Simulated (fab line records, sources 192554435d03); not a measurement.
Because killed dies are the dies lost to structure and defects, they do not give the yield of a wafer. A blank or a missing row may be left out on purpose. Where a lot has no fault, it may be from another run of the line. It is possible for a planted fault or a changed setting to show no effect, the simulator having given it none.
fab line records | flow n5_finfet
record: lots: 7 | wafers: 21 | last_day: 19
route steps=1938 shown BEOL_M4@1039 PASSIVATION@1936
lots untouched by any fault: they come from a run of this same line in which no faults occurred
start_h: start of the lot's first displayed wafer, in hours after the record's first day | wait_h: hours since the lot's step before | " identical to the entry in the row above | L1.1+2: a single row standing in for several wafers | - no value, or no start was given | * or withheld: withheld | < > ~ a bound
route shown NAME@n: names a module that has steps shown in the file, with the first one's number in the route | usual: mean/standard deviation taken from wafers without a fault | same: alike in all rows | chamber/n: place in a boat | sites: readings site by site | _std_site: the standard deviation of these | _edge_site: mean of outer sites minus mean of inner sites | radius_mm: for every site, how far away it sits from the centre of the wafer | mask NAME#n: copy n | behind: the last tool/chamber to shape the wafer | hold: reason for holding the lot/hours on hold/outcome of the hold | device: names the non-switching transistor (n, p or np) | end of line: the tests these same wafers got at the end of their route | where a step has no rows: the recipe by itself | killed: the dies lost at the first sort to structure and to defects; this is not the yield of the wafer | map: the dies of a wafer, with x for killed, . for not killed, _ for no die there
set.NAME: the setting the step ran with; set.NAME@STEP: the setting that earlier step ran with | model.NAME: the simulator's own value behind a step, which no gauge read
the route's steps for a sample of lots (tables are steps, rows are wafers)
services: when a tool's chamber went out of use (start_h, in hours from the record's first day, below 0 if earlier), for how many hours, and the reason
== steps ==
step: N5_BEOL_M4_ETCH_63
recipe: chemistry: CF4 | target: SiARC | target_depth_a: 156 | mask_material: CAR-EUV | time_s: 26 | ion_energy_ev: 80 | pressure_mtorr: 40 | source_w: 545 | bias_w: 36 | Ar_flow_sccm: 100 | cf4_flow_sccm: 100 | ends: cleared
usual: cf4_flow_sccm: 99.97/0.29 | drypump_motor_current_A: 5.8/0.47 | etch_rf_on_time_s: 26.0/0.48 | oes_product_au: 0.66/0.085 | rf_vpp_V: 184.1/1.1 | showerhead_plenum_p_Torr: 2.15/0.074 | throttle_valve_pct: 15.69/0.23
lot.wafer | tool        | chamber | start_h | wait_h | cf4_flow_sccm | drypump_motor_current_A | etch_rf_on_time_s | oes_product_au | rf_hours_counter_h | rf_vpp_V | showerhead_plenum_p_Torr | throttle_valve_pct
L438.1    | rie_diel-04 | 1       | 198.11  | 0.0    | 99.97         | 6.2                     | 25.7              | 0.67           | 115                | 184.2    | 2.16                     | 15.92
L438.5    | "           | 2       | "       | "      | 100.21        | 5.3                     | 26.7              | 0.58           | -                  | 183.2    | 2.04                     | 15.94
L438.6    | "           | 3       | "       | "      | 99.92         | 6.0                     | 26.5              | 0.60           | -                  | 185.7    | 2.21                     | 15.56
L440.2    | rie_diel-04 | 3       | 229.53  | 0.0    | 100.13        | 6.0                     | 26.1              | 0.61           | 219                | 184.1    | 2.21                     | 15.58
L440.5    | "           | 3       | "       | "      | 99.88         | 6.0                     | 26.1              | 0.60           | -                  | 184.9    | 2.21                     | 15.56
L440.6    | "           | 0       | "       | "      | 99.38         | 5.7                     | 25.8              | 0.60           | -                  | 182.8    | 2.03                     | 15.88
L446.1    | rie_diel-04 | 1       | 250.84  | 0.0    | 99.62         | 6.2                     | 25.9              | 0.66           | 132                | 186.0    | 2.15                     | 15.96
L446.4    | "           | 0       | "       | "      | 100.24        | 5.8                     | 26.1              | 0.59           | 233                | 182.2    | 2.03                     | 15.90
L446.5    | "           | 1       | "       | "      | 99.33         | 6.2                     | 26.0              | 0.65           | -                  | 185.1    | 2.15                     | 15.96
L444.4    | rie_diel-04 | 2       | 263.84  | 0.0    | 99.74         | 5.3                     | 27.1              | 0.57           | 246                | 183.0    | 2.03                     | 15.96
L444.5    | "           | 2       | "       | "      | 99.96         | 5.3                     | 26.9              | 0.57           | -                  | 182.9    | 2.03                     | 15.98
L444.6    | "           | 1       | "       | "      | 99.63         | 6.2                     | 26.1              | 0.66           | -                  | 183.5    | 2.15                     | 15.97
L445.2    | rie_diel-04 | 1       | 275.53  | 0.0    | 100.00        | 6.2                     | 25.8              | 0.66           | 141                | 184.3    | 2.15                     | 15.98
L445.3    | "           | 3       | "       | "      | 100.16        | 6.0                     | 25.8              | 0.59           | 233                | 185.0    | 2.21                     | 15.59
L445.6    | "           | 1       | "       | "      | 99.39         | 6.2                     | 25.6              | 0.66           | -                  | 184.1    | 2.15                     | 15.96
L457.2    | rie_diel-03 | 1       | 321.62  | 0.0    | 99.87         | 4.9                     | 25.5              | 0.70           | 104                | 183.9    | 2.24                     | 15.72
L457.3    | "           | 2       | "       | "      | 99.97         | 6.5                     | 25.2              | 0.79           | 19                 | 184.3    | 2.18                     | 15.37
L457.6    | "           | 1       | "       | "      | 99.81         | 4.9                     | 25.5              | 0.70           | -                  | 185.1    | 2.24                     | 15.70
L460.2    | rie_diel-03 | 0       | 327.63  | 0.0    | 100.46        | 5.2                     | 26.3              | 0.59           | 226                | 182.4    | 2.12                     | 15.45
L460.3    | "           | 2       | "       | "      | 100.08        | 6.5                     | 24.8              | 0.79           | 21                 | 185.0    | 2.18                     | 15.38
L460.5    | "           | 2       | "       | "      | 99.57         | 6.5                     | 25.2              | 0.79           | -                  | 183.8    | 2.18                     | 15.36
step: N5_BEOL_M4_ETCH_64
recipe: chemistry: N2/H2 | target: SOC | target_depth_a: 750 | overetch_a: 225 | mask_material: SiARC | temp_c: 40 | time_s: 121.9 | ion_energy_ev: 200 | pressure_mtorr: 30 | source_w: 840 | bias_w: 150 | n2_flow_sccm: 200 | h2_flow_sccm: 200
usual: drypump_motor_current_A: 5.8/0.47 | oes_product_au: 0.59/0.072 | rf_vpp_V: 523.9/2.6 | showerhead_plenum_p_Torr: 2.55/0.091 | throttle_valve_pct: 17.89/0.24
lot.wafer | tool        | chamber | start_h | wait_h | drypump_motor_current_A | oes_product_au | rf_hours_counter_h | rf_vpp_V | showerhead_plenum_p_Torr | throttle_valve_pct
L438.1    | rie_diel-04 | 1       | 198.14  | 0.0    | 6.2                     | 0.60           | 115                | 523.2    | 2.55                     | 18.16
L438.5    | "           | 2       | "       | "      | 5.3                     | 0.53           | -                  | 520.0    | 2.41                     | 18.10
L438.6    | "           | 3       | "       | "      | 6.0                     | 0.54           | -                  | 526.6    | 2.62                     | 17.75
L440.2    | rie_diel-04 | 3       | 229.56  | 0.0    | 6.0                     | 0.54           | 219                | 526.4    | 2.62                     | 17.75
L440.5    | "           | 3       | "       | "      | 6.0                     | 0.54           | -                  | 524.9    | 2.62                     | 17.76
L440.6    | "           | 0       | "       | "      | 5.8                     | 0.53           | -                  | 520.8    | 2.41                     | 18.12
L446.1    | rie_diel-04 | 1       | 250.87  | 0.0    | 6.2                     | 0.58           | 132                | 523.8    | 2.55                     | 18.19
L446.4    | "           | 0       | "       | "      | 5.8                     | 0.52           | 233                | 519.8    | 2.41                     | 18.15
L446.5    | "           | 1       | "       | "      | 6.2                     | 0.58           | -                  | 524.7    | 2.55                     | 18.19
L444.4    | rie_diel-04 | 2       | 263.87  | 0.0    | 5.3                     | 0.51           | 246                | 518.7    | 2.40                     | 18.15
L444.5    | "           | 2       | "       | "      | 5.3                     | 0.51           | -                  | 518.9    | 2.40                     | 18.16
L444.6    | "           | 1       | "       | "      | 6.2                     | 0.58           | -                  | 523.3    | 2.54                     | 18.17
L445.2    | rie_diel-04 | 1       | 275.56  | 0.0    | 6.2                     | 0.58           | 141                | 524.0    | 2.54                     | 18.18
L445.3    | "           | 3       | "       | "      | 6.0                     | 0.70           | 233                | 525.0    | 2.61                     | 17.81
L445.6    | "           | 1       | "       | "      | 6.2                     | 0.59           | -                  | 523.0    | 2.54                     | 18.20
L457.2    | rie_diel-03 | 1       | 321.64  | 0.0    | 4.9                     | 0.62           | 104                | 528.4    | 2.67                     | 17.83
L457.3    | "           | 2       | "       | "      | 6.5                     | 0.68           | 19                 | 524.7    | 2.59                     | 17.57
L457.6    | "           | 1       | "       | "      | 4.9                     | 0.62           | -                  | 525.7    | 2.67                     | 17.83
L460.2    | rie_diel-03 | 0       | 327.66  | 0.0    | 5.2                     | 0.53           | 226                | 522.4    | 2.51                     | 17.57
L460.3    | "           | 2       | "       | "      | 6.5                     | 0.68           | 21                 | 525.7    | 2.59                     | 17.56
L460.5    | "           | 2       | "       | "      | 6.5                     | 0.69           | -                  | 524.3    | 2.59                     | 17.59
step: N5_BEOL_M4_STRIP_66
recipe: chemistry: CF4 | resist: SiARC | power_w: 300 | bias_power_w: 75 | pressure_mtorr: 50 | cf4_flow_sccm: 150 | rf_frequency_hz: 6e+07
usual: cf4_flow_sccm: 150.0/0.46 | drypump_motor_current_A: 5.8/0.47 | oes_product_au: 0.76/0.093 | rf_vpp_V: 271.3/1.5 | showerhead_plenum_p_Torr: 1.80/0.062 | throttle_valve_pct: 13.67/0.24
lot.wafer | tool        | chamber | start_h | wait_h | cf4_flow_sccm | drypump_motor_current_A | oes_product_au | rf_hours_counter_h | rf_vpp_V | showerhead_plenum_p_Torr | throttle_valve_pct
L438.1    | rie_diel-04 | 1       | 198.27  | 0.0    | 149.5         | 6.2                     | 0.78           | 115                | 271.4    | 1.81                     | 13.85
L438.5    | "           | 2       | "       | "      | 151.4         | 5.3                     | 0.69           | -                  | 268.4    | 1.71                     | 13.93
L438.6    | "           | 3       | "       | "      | 150.3         | 6.0                     | 0.71           | -                  | 271.8    | 1.85                     | 13.59
L440.2    | rie_diel-04 | 3       | 229.69  | 0.0    | 150.3         | 6.0                     | 0.70           | 219                | 272.7    | 1.85                     | 13.58
L440.5    | "           | 3       | "       | "      | 149.3         | 6.0                     | 0.71           | -                  | 272.4    | 1.85                     | 13.58
L440.6    | "           | 0       | "       | "      | 149.4         | 5.8                     | 0.69           | -                  | 270.5    | 1.71                     | 13.89
L446.1    | rie_diel-04 | 1       | 251.00  | 0.0    | 149.9         | 6.2                     | 0.76           | 132                | 271.5    | 1.80                     | 13.89
L446.4    | "           | 0       | "       | "      | 150.8         | 5.8                     | 0.68           | 233                | 269.5    | 1.70                     | 13.90
L446.5    | "           | 1       | "       | "      | 149.7         | 6.2                     | 0.76           | -                  | 271.4    | 1.80                     | 13.91
L444.4    | rie_diel-04 | 2       | 264.00  | 0.0    | 149.9         | 5.3                     | 0.67           | 246                | 269.4    | 1.70                     | 13.98
L444.5    | "           | 2       | "       | "      | 150.8         | 5.3                     | 0.67           | -                  | 269.8    | 1.70                     | 13.98
L444.6    | "           | 1       | "       | "      | 149.7         | 6.2                     | 0.75           | -                  | 272.9    | 1.80                     | 13.91
L445.2    | rie_diel-04 | 1       | 275.69  | 0.0    | 149.7         | 6.2                     | 0.75           | 141                | 272.4    | 1.80                     | 13.92
L445.3    | "           | 3       | "       | "      | 150.2         | 6.0                     | 0.69           | 233                | 273.1    | 1.85                     | 13.62
L445.6    | "           | 1       | "       | "      | 149.3         | 6.2                     | 0.75           | -                  | 271.4    | 1.80                     | 13.94
L457.2    | rie_diel-03 | 1       | 321.78  | 0.0    | 150.0         | 4.9                     | 0.80           | 104                | 272.0    | 1.89                     | 13.69
L457.3    | "           | 2       | "       | "      | 149.8         | 6.5                     | 0.90           | 19                 | 271.0    | 1.83                     | 13.31
L457.6    | "           | 1       | "       | "      | 149.8         | 4.9                     | 0.80           | -                  | 273.8    | 1.88                     | 13.70
L460.2    | rie_diel-03 | 0       | 327.79  | 0.0    | 150.5         | 5.2                     | 0.68           | 226                | 271.4    | 1.78                     | 13.45
L460.3    | "           | 2       | "       | "      | 150.5         | 6.5                     | 0.89           | 21                 | 271.5    | 1.83                     | 13.32
L460.5    | "           | 2       | "       | "      | 150.7         | 6.5                     | 0.89           | -                  | 271.7    | 1.83                     | 13.33
step: N5_BEOL_M4_CD_MEAS_18
recipe: pitch_nm: 36 | target_cd_nm: 18
usual: cd_nm: 17.9/0.32
lot.wafer | tool      | chamber | start_h | wait_h | cd_nm
L438.1    | cd_sem-02 | -       | 198.49  | 0.0    | 18.4
L438.5    | "         | -       | "       | "      | 18.4
L438.6    | "         | -       | "       | "      | 18.4
L440.2    | cd_sem-02 | -       | 229.91  | 0.1    | 17.8
L440.5    | "         | -       | "       | "      | 18.1
L440.6    | "         | -       | "       | "      | 17.5
L446.1    | cd_sem-03 | -       | 251.22  | 0.0    | 18.2
L446.4    | "         | -       | "       | "      | 17.9
L446.5    | "         | -       | "       | "      | 18.2
L444.4    | cd_sem-02 | -       | 264.23  | 0.1    | 18.4
L444.5    | "         | -       | "       | "      | 17.8
L444.6    | "         | -       | "       | "      | 17.6
L445.2    | cd_sem-03 | -       | 275.91  | 0.1    | 17.8
L445.3    | "         | -       | "       | "      | -
L445.6    | "         | -       | "       | "      | 17.8
L457.2    | cd_sem-02 | -       | 322.00  | 0.1    | 17.9
L457.3    | "         | -       | "       | "      | 18.0
L457.6    | "         | -       | "       | "      | 18.0
L460.2    | cd_sem-02 | -       | 328.02  | 0.1    | 17.9
L460.3    | "         | -       | "       | "      | 17.9
L460.5    | "         | -       | "       | "      | 17.9
step: N5_BEOL_M4_OVL_MEAS_29
recipe: points_per_wafer: 522
usual: V3_OVL: -0.3/0.66
lot.wafer | tool       | chamber | start_h | wait_h | V3_OVL[nm]
L438.1    | overlay-02 | 0       | 198.97  | 0.0    | -0.1
L438.5    | "          | 0       | "       | "      | -0.1
L438.6    | "          | 0       | "       | "      | -0.2
L440.2    | overlay-01 | 0       | 234.86  | 0.0    | -1.5
L440.5    | "          | 0       | "       | "      | -1.6
L440.6    | "          | 0       | "       | "      | -0.4
L446.1    | overlay-01 | 0       | 251.59  | 0.0    | -0.2
L446.4    | "          | 0       | "       | "      | 0.8
L446.5    | "          | 0       | "       | "      | -0.8
L444.4    | overlay-01 | 0       | 264.72  | 0.0    | -0.8
L444.5    | "          | 0       | "       | "      | -1.6
L444.6    | "          | 0       | "       | "      | 0.2
L445.2    | overlay-01 | 0       | 276.40  | 0.0    | -0.3
L445.3    | "          | 0       | "       | "      | -0.7
L445.6    | "          | 0       | "       | "      | -1.7
L457.2    | overlay-02 | 0       | 322.35  | 0.0    | 0.5
L457.3    | "          | 0       | "       | "      | -0.2
L457.6    | "          | 0       | "       | "      | 0.1
L460.2    | overlay-02 | 0       | 328.37  | 0.0    | 0.3
L460.3    | "          | 0       | "       | "      | -1.2
L460.5    | "          | 0       | "       | "      | -0.5
step: N5_BEOL_M4_ETCHBACK_99
recipe: chemistry: CHF3 | target: SiO2 | target_depth_a: 50 | time_s: 10.4 | source_w: 215 | bias_w: 47 | Ar_flow_sccm: 200 | CHF3_flow_sccm: 12 | ion_energy_ev: 100 | pressure_mtorr: 30
usual: drypump_motor_current_A: 5.8/0.55 | oes_product_au: 0.79/0.1 | rf_vpp_V: 240.4/2.6 | showerhead_plenum_p_Torr: 2.16/0.066 | throttle_valve_pct: 17.06/0.24
lot.wafer | tool        | chamber | start_h | wait_h | drypump_motor_current_A | oes_product_au | rf_hours_counter_h | rf_vpp_V | showerhead_plenum_p_Torr | throttle_valve_pct
L438.1    | rie_diel-01 | 1       | 203.63  | 4.4    | 6.5                     | 0.95           | 14                 | 238.4    | 2.11                     | 16.73
L438.5    | "           | 2       | "       | "      | 5.2                     | 0.84           | -                  | 237.6    | 2.18                     | 17.20
L438.6    | "           | 3       | "       | "      | 5.8                     | 0.71           | -                  | 244.9    | 2.12                     | 17.22
L440.2    | rie_diel-04 | 3       | 239.09  | 3.6    | 6.0                     | 0.69           | 222                | 238.1    | 2.22                     | 17.00
L440.5    | "           | 2       | "       | "      | 5.3                     | 0.67           | -                  | 239.4    | 2.03                     | 17.41
L440.6    | "           | 0       | "       | "      | 5.8                     | 0.69           | -                  | 242.2    | 2.04                     | 17.33
L446.1    | rie_diel-01 | 1       | 253.72  | 1.6    | 6.5                     | 0.93           | 22                 | 238.1    | 2.11                     | 16.73
L446.4    | "           | 2       | "       | "      | 5.2                     | 0.82           | 87                 | 237.4    | 2.17                     | 17.25
L446.5    | "           | 2       | "       | "      | 5.2                     | 0.82           | -                  | 236.5    | 2.17                     | 17.25
L444.4    | rie_diel-01 | 1       | 271.05  | 6.1    | 6.5                     | 0.92           | 27                 | 238.7    | 2.11                     | 16.75
L444.5    | "           | 3       | "       | "      | 5.8                     | 0.70           | -                  | 243.5    | 2.11                     | 17.27
L444.6    | "           | 2       | "       | "      | 5.2                     | 0.81           | -                  | 238.2    | 2.17                     | 17.24
L445.2    | rie_diel-04 | 1       | 282.92  | 6.1    | 6.2                     | 0.76           | 144                | 242.1    | 2.16                     | 17.47
L445.3    | "           | 1       | "       | "      | 6.2                     | 0.29           | -                  | 241.0    | 2.16                     | 17.44
L445.6    | "           | 3       | "       | "      | 6.0                     | 0.69           | -                  | 238.3    | 2.22                     | 17.03
L457.2    | rie_diel-04 | 2       | 342.92  | 20.3   | 5.3                     | 0.94           | 20                 | 244.5    | 2.29                     | 16.97
L457.3    | "           | 1       | "       | "      | 6.2                     | 0.74           | 168                | 240.8    | 2.15                     | 17.51
L457.6    | "           | 1       | "       | "      | 6.2                     | 0.74           | -                  | 241.4    | 2.15                     | 17.50
L460.2    | rie_diel-03 | 3       | 358.45  | 29.6   | 6.2                     | 0.68           | 243                | 238.6    | 2.11                     | 16.99
L460.3    | "           | 1       | "       | "      | 4.9                     | 0.79           | 117                | 238.6    | 2.24                     | 17.14
L460.5    | "           | 2       | "       | "      | 6.5                     | 0.89           | -                  | 242.7    | 2.19                     | 16.86
step: N5_BEOL_M4_OCD_MEAS_38
usual: trench_depth_nm: 55.5/1
lot.wafer | tool   | chamber | start_h | wait_h | trench_depth_nm
L438.1    | ocd-02 | -       | 204.03  | -      | 56.7
L438.5    | "      | -       | "       | "      | 55.9
L438.6    | "      | -       | "       | "      | 55.2
L440.2    | ocd-02 | -       | 239.50  | -      | 55.6
L440.5    | "      | -       | "       | "      | 55.4
L440.6    | "      | -       | "       | "      | 56.2
L446.1    | ocd-02 | -       | 254.12  | -      | 56.4
L446.4    | "      | -       | "       | "      | 55.2
L446.5    | "      | -       | "       | "      | 54.7
L444.4    | ocd-01 | -       | 271.45  | -      | 56.7
L444.5    | "      | -       | "       | "      | 55.4
L444.6    | "      | -       | "       | "      | 55.4
L445.2    | ocd-01 | -       | 283.50  | -      | 55.4
L445.3    | "      | -       | "       | "      | 0.5
L445.6    | "      | -       | "       | "      | 54.9
L457.2    | ocd-02 | -       | 343.31  | -      | 55.6
L457.3    | "      | -       | "       | "      | 55.6
L457.6    | "      | -       | "       | "      | 55.5
L460.2    | ocd-02 | -       | 358.86  | -      | 54.0
L460.3    | "      | -       | "       | "      | 55.9
L460.5    | "      | -       | "       | "      | 56.6
step: N5_BEOL_M4_CD_MEAS_35
recipe: target_cd_nm: 18 | target_cd_y_nm: 22.4 | polarity: opening
usual: cd_nm: 18.0/0.32
lot.wafer | tool      | chamber | start_h | wait_h | cd_nm
L438.1    | cd_sem-02 | -       | 204.19  | 0.0    | 18.3
L438.5    | "         | -       | "       | "      | 18.8
L438.6    | "         | -       | "       | "      | 18.6
L440.2    | cd_sem-01 | -       | 239.65  | 0.0    | 17.8
L440.5    | "         | -       | "       | "      | 17.9
L440.6    | "         | -       | "       | "      | 17.6
L446.1    | cd_sem-03 | -       | 254.28  | 0.0    | 18.0
L446.4    | "         | -       | "       | "      | 18.5
L446.5    | "         | -       | "       | "      | 18.3
L444.4    | cd_sem-01 | -       | 271.60  | 0.0    | 18.6
L444.5    | "         | -       | "       | "      | 18.2
L444.6    | "         | -       | "       | "      | 17.9
L445.2    | cd_sem-03 | -       | 283.65  | 0.0    | 17.8
L445.3    | "         | -       | "       | "      | -
L445.6    | "         | -       | "       | "      | 17.9
L457.2    | cd_sem-03 | -       | 343.47  | 0.0    | 17.2
L457.3    | "         | -       | "       | "      | 17.8
L457.6    | "         | -       | "       | "      | 17.8
L460.2    | cd_sem-03 | -       | 359.03  | 0.0    | 17.9
L460.3    | "         | -       | "       | "      | 17.9
L460.5    | "         | -       | "       | "      | 17.9
step: N5_BEOL_M4_RC_MEAS_101
usual: DIBL_N: 36.6/1.1 | DIBL_P: 36.7/1.5 | IOFF_N: 0.155/0.019 | IOFF_P: 0.208/0.025 | ION_N: 673/8.5 | ION_P: 462/5.9 | SS_N: 71.6/0.58 | SS_P: 73.5/0.51 | VT_N: 250.7/2.4 | VT_P: -251/3
lot.wafer | tool      | chamber | start_h | wait_h | DIBL_N[mV/V] | DIBL_P[mV/V] | IOFF_N[nA/um] | IOFF_P[nA/um] | ION_N[uA/um] | ION_P[uA/um] | SS_N[mV/dec] | SS_P[mV/dec] | VT_N[mV] | VT_P[mV]
L438.1    | prober-01 | 0       | 208.01  | 0.0    | 37.5         | 39.1         | 0.192         | 0.226         | 680          | 463          | 71.9         | 73.8         | 248.0    | -252
L438.5    | "         | 0       | "       | "      | 35.9         | 37.5         | 0.160         | 0.197         | 668          | 456          | 72.6         | 73.5         | 251.8    | -254
L438.6    | "         | 0       | "       | "      | 38.6         | 39.9         | 0.207         | 0.241         | 680          | 462          | 72.0         | 74.5         | 244.1    | -252
L440.2    | prober-02 | 0       | 244.54  | 0.2    | 35.4         | 35.1         | 0.154         | 0.207         | 667          | 461          | 71.7         | 73.3         | 249.7    | -248
L440.5    | "         | 0       | "       | "      | 36.8         | 36.9         | 0.183         | 0.242         | 678          | 467          | 72.5         | 73.5         | 247.9    | -247
L440.6    | "         | 0       | "       | "      | 36.9         | 37.4         | 0.185         | 0.248         | 683          | 468          | 72.2         | 73.1         | 245.7    | -248
L446.1    | prober-01 | 0       | 258.26  | 0.0    | 36.0         | 37.5         | 0.148         | 0.199         | 669          | 454          | 71.9         | 73.9         | 252.7    | -250
L446.4    | "         | 0       | "       | "      | 36.3         | 38.4         | 0.157         | 0.213         | 664          | 455          | 72.2         | 74.1         | 249.3    | -252
L446.5    | "         | 0       | "       | "      | 35.6         | 37.4         | 0.148         | 0.197         | 672          | 457          | 71.7         | 73.5         | 252.7    | -253
L444.4    | prober-01 | 0       | 276.12  | 0.5    | 38.0         | 37.6         | 0.171         | 0.246         | 662          | 462          | 71.5         | 73.6         | 251.7    | -245
L444.5    | "         | 0       | "       | "      | 36.2         | 37.0         | 0.148         | 0.239         | 671          | 469          | 71.7         | 73.6         | 249.9    | -246
L444.6    | "         | 0       | "       | "      | 38.2         | 38.8         | 0.170         | 0.265         | 665          | 467          | 71.8         | 73.6         | 247.1    | -246
L445.2    | prober-02 | 0       | 289.93  | 0.2    | 37.0         | 35.6         | 0.130         | 0.205         | 664          | 461          | 71.1         | 73.8         | 253.9    | -251
L445.6    | "         | 0       | "       | "      | 37.6         | 36.7         | 0.149         | 0.218         | 666          | 463          | 70.4         | 73.6         | 248.0    | -250
L457.2    | prober-01 | 0       | 347.62  | 0.2    | 36.1         | 37.2         | 0.149         | 0.219         | 661          | 463          | 71.4         | 73.3         | 254.1    | -247
L457.3    | "         | 0       | "       | "      | 37.0         | 37.9         | 0.164         | 0.234         | 681          | 468          | 71.4         | 73.8         | 250.1    | -246
L457.6    | "         | 0       | "       | "      | 35.9         | 37.1         | 0.144         | 0.219         | 662          | 458          | 71.4         | 73.0         | 251.0    | -247
L460.2    | prober-02 | 0       | 366.56  | 0.2    | 36.8         | 36.1         | 0.155         | 0.218         | 681          | 469          | 72.4         | 73.6         | 247.5    | -249
L460.3    | "         | 0       | "       | "      | 37.9         | 37.3         | 0.179         | 0.236         | 696          | 468          | 71.5         | 74.0         | 247.6    | -251
L460.5    | "         | 0       | "       | "      | 34.4         | 32.9         | 0.123         | 0.166         | 668          | 455          | 71.7         | 72.3         | 252.1    | -254
step: N5_PASSIVATION_PROBE_49
usual: defect_limited_yield: 91.2/1.4 | killed_at_M0_to_M3: 36/11 | killed_at_M4_up: 14/5.6 | killed_at_contacts: 12/5.9 | killed_at_front_end: 38/13 | killed_at_other: 3.5/2.7 | killed_dies: 104/17 | killed_on_rim: 14/3.9 | killed_open: 68/12 | killed_short: 34/8.2 | sort_bin_5_function: 5.1/0.95 | sort_bin_6_memory: 3.3/0.7 | sort_n_pass: 1076/17 | sort_yield_pct: 91.2/1.4
same: gross_dies: 1180 | killed_at_back_side: 0 | sort_bin_4_leakage[%]: 0 | sort_bin_8_speed[%]: 0
lot.wafer | tool      | chamber | start_h | wait_h | defect_limited_yield[%] | killed_at_M0_to_M3 | killed_at_M4_up | killed_at_contacts | killed_at_front_end | killed_at_other | killed_dies | killed_on_rim | killed_open | killed_short | sort_bin_5_function[%] | sort_bin_6_memory[%] | sort_n_pass | sort_yield_pct[%]
L445.2    | prober-02 | -       | 403.41  | 0.1    | 90.3                    | 39                 | 15              | 25                 | 36                  | 0               | 115         | 13            | 72          | 39           | 5.3                    | 4.1                  | 1065        | 90.3
L445.3    | prober-02 | -       | 403.46  | 0.1    | 1.6                     | 29                 | 1085            | 19                 | 25                  | 3               | 1161        | 147           | 61          | 27           | 95.0                   | 2.9                  | 19          | 1.6
L445.6    | prober-02 | -       | 403.61  | 0.3    | 89.7                    | 49                 | 9               | 7                  | 51                  | 6               | 122         | 14            | 76          | 43           | 6.4                    | 3.7                  | 1058        | 89.7
killed by level:class
L445.2 MOL_CONTACT_COAG:geometric_particle:open=19 FIN_SAQP:geometric_particle:open=10 BEOL_M0_SAQP:geometric_particle:open=10 BEOL_M0_SAQP:geometric_particle:short=9 GATE_CUT:geometric_particle:short=7 BEOL_M4:geometric_particle:open=6 BEOL_M2:geometric_particle:open=6 MOL_CONTACT_COAG:geometric_particle:short=5
L445.3 BEOL_M4:area_etch=1073 MOL_CONTACT_COAG:geometric_particle:open=13 BEOL_M4:geometric_particle:open=11 BEOL_M0_SAQP:geometric_particle:open=8 MOL_CONTACT_COAG:geometric_particle:short=6 STI_FIN_REVEAL:geometric_particle:open=5 BEOL_M0_SAQP:geometric_particle:short=5 BEOL_M3:geometric_particle:open=5
L445.6 BEOL_M0_SAQP:geometric_particle:open=14 BEOL_M0_SAQP:geometric_particle:short=12 STI_FIN_REVEAL:geometric_particle:open=10 BEOL_M3:geometric_particle:open=10 FIN_SAQP:geometric_particle:open=9 GATE_CUT:geometric_particle:short=8 MOL_CONTACT_COAG:geometric_particle:open=5 FIN_CUT:geometric_particle:open=4
== services ==
tool        | chamber | start_h | hours | kind
rie_diel-04 | 3       | 203.78  | 9.4   | repair
rie_diel-04 | 3       | 215.41  | 11.3  | repair
rie_diel-01 | 1       | 219.97  | 25.1  | repair
rie_diel-03 | 2       | 248.78  | -     | clean
rie_diel-03 | 2       | 248.78  | -     | consumable_replace:focus_ring
rie_diel-03 | 2       | 248.78  | 19.9  | scheduled_down
rie_diel-03 | 2       | 248.78  | 19.9  | vent_cycle
rie_diel-04 | 2       | 273.86  | -     | clean
rie_diel-04 | 2       | 273.86  | -     | consumable_replace:focus_ring
rie_diel-04 | 2       | 273.86  | -     | consumable_replace:showerhead
rie_diel-04 | 2       | 273.86  | 18.4  | scheduled_down
rie_diel-04 | 2       | 273.86  | 18.4  | vent_cycle
rie_diel-04 | 0       | 276.34  | 24.4  | repair
rie_diel-04 | 3       | 315.93  | -     | clean
rie_diel-04 | 3       | 315.93  | -     | consumable_replace:focus_ring
rie_diel-04 | 3       | 315.93  | 15.1  | scheduled_down
rie_diel-04 | 3       | 315.93  | 15.1  | vent_cycle
rie_diel-01 | 0       | 320.42  | 4.8   | repair
rie_diel-04 | 0       | 331.01  | -     | clean
rie_diel-04 | 0       | 331.01  | -     | consumable_replace:focus_ring
rie_diel-04 | 0       | 331.01  | -     | consumable_replace:showerhead
rie_diel-04 | 0       | 331.01  | 20.4  | scheduled_down
rie_diel-04 | 0       | 331.01  | 20.4  | vent_cycle
rie_diel-01 | -       | 351.87  | 2.8   | pm
== key ==
first_sign: step: N5_BEOL_M4_CD_MEAS_18 | reading: cd_nm | direction: missing
effect: step: N5_BEOL_M4_ETCHBACK_99 | reading: oes_product_au | direction: down | sigmas: 5 | usual: 0.79 | struck: 0.29
effect: step: N5_BEOL_M4_OCD_MEAS_38 | reading: trench_depth_nm | direction: down | sigmas: 53 | usual: 55.5 | struck: 0.5
effect: step: N5_BEOL_M4_CD_MEAS_35 | reading: cd_nm | direction: missing
effect: step: N5_PASSIVATION_PROBE_49 | reading: killed_at_M4_up | direction: up | sigmas: 99+ | usual: 14 | struck: 1085
more_kills_born_at: N5_BEOL_M4_ETCH_64@rie_diel-04: 1073
met_at N5_BEOL_M4_ETCH_64
struck_lots L445
struck_wafers L445.3
later_rows_left_out L445.3
not_acting_at N5_BEOL_M4_ETCH_63,N5_BEOL_M4_STRIP_66,N5_BEOL_M4_OVL_MEAS_29
onset_between 263.87 275.56
fault: kind: process_parameter_drift | tool: rie_diel-04 | chamber: - | onset_h: 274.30 | steps: N5_BEOL_M4_ETCH_64 | channel: time_s | offset: * | shape: step | end_h: 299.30 | scope: struck_wafers_only | acts_in: * | stated: *
later_rows_left_out: the simulator's readings of these wafers behind a module that went badly wrong aren't trusted and aren't shown, but for the sort
